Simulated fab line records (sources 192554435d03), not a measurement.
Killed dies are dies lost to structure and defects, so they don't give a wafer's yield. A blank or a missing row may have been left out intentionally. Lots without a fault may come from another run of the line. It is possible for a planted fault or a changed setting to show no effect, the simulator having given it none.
Matching of chambers	flow n5Finfet	4 sister chambers for N5_GATE_CUT_SAC_CAP_01 on aldSin-03
The step material SiNx, target thk 24 nm, pulse time 1 s, ald cycles 480. 4 wafers are shown with their chamber, then 8 later ones without.

## WAFERS WITH THEIR CHAMBER
wafer	chamber	heaterPowerOuterW (W)
L084.5	2	537
L085.2	1	605
L085.4	0	468
L087.2	3	551

## WAFERS MISSING THEIR CHAMBER
wafer	heaterPowerOuterW (W)
L087.4	605
L087.6	589
L092.2	599
L092.4	479
L092.6	464
L096.1	550
L096.3	616
L096.5	565

## EACH ONE'S CHAMBER
wafer	from the rows above	in truth
L087.4	1	1
L087.6	1	1
L092.2	1	1
L092.4	0	0
L092.6	0	0
L096.1	can't be placed: 3 or 2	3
L096.3	1	1
L096.5	can't be placed: 3 or 2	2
6 of 8 placed correctly. Can't be placed from these rows: 2 (the true chamber is among the candidates in 2). Placed wrongly: 0.
How it was worked out, from the rows above alone: a wafer's distance from a chamber is the root of the sum, over the readings, of the square of ((its reading less the chamber's mean) divided by the reading's scatter). If the next closest chamber is less than 2 further off than the closest, the wafer can't be placed; otherwise it belongs to the closest. A chamber's mean is the mean of its shown wafers. The scatter: with one shown wafer a chamber, the root of the mean of the squares of how far each hidden wafer lies from its nearest shown one.
